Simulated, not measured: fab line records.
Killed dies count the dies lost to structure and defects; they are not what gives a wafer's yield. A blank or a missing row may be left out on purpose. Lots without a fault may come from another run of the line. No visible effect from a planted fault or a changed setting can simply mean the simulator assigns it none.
Which of the tools did it? ; flow nand harc ; 7 lots with 21 wafers sampled at 2 steps, on a route of 1302 steps

WHAT EACH GAUGE READ, for each wafer
NHARC_A_ONON_D1_THK_MEAS_08: measures by ellipsometry.
lot;measured;on;thk nm (nm)
L381;day 8 02:28;film metro-01;1015 1014 1013
L385;day 10 03:16;film metro-02;997 999 1002
L387;day 11 02:32;film metro-02;986 987 986
L390;day 11 20:47;film metro-02;984 985 984
L393;day 12 22:50;film metro-01;1014 1015 1014
L397;day 15 04:29;film metro-02;1435 989 989
L403;day 17 04:32;film metro-01;995 994 996

WHAT TOOL EACH LOT RAN ON (gives the tool, then ch and the chambers of the sampled wafers, and finally the start)
lot;NHARC_A_ONON_D1_DEP_06
L381;pecvd onon-02 ch 0, day 8 02:00
L385;pecvd onon-04 ch 0, day 10 02:49
L387;pecvd onon-04 ch 0, day 11 02:12
L390;pecvd onon-02 ch 0, day 11 20:20
L393;pecvd onon-04 ch 0, day 12 22:19
L397;pecvd onon-03 ch 0, day 15 03:58
L403;pecvd onon-04 ch 0, day 17 04:01
- NHARC_A_ONON_D1_DEP_06: target thk 1000 nm.

THE ANSWER, worked out from the rows above alone
Rule: the lots themselves supply what counts as usual. Put in order of their means at a reading, lots are off if they are a third of the lots or fewer, leave a main group of 4 or more, and stand apart from it by a gap of 3 or more times the standard deviation of the main group's means; of several such gaps the widest counts. The tables above print the reading to a certain number of digits; a main group whose means all agree to those digits is not used. Also off: a lot with no number at a reading for which 4 or more lots have one. The other lots that the step has rows for count as sound.
Off, at NHARC_A_ONON_D1_THK_MEAS_08 on thk nm: L397. Mean 999 nm and standard deviation 12 in the main group.
A tool fits if, at a process step before that reading, it ran every lot that is off, and no sound lot after the first of them. The gauges at NHARC_A_ONON_D1_THK_MEAS_08 are tried like those tools. This does not decide it: 2 tools fit, namely pecvd onon-03 at NHARC_A_ONON_D1_DEP_06 and film metro-02 at NHARC_A_ONON_D1_THK_MEAS_08.

WHAT HAD BEEN PUT IN BY THE SIMULATOR
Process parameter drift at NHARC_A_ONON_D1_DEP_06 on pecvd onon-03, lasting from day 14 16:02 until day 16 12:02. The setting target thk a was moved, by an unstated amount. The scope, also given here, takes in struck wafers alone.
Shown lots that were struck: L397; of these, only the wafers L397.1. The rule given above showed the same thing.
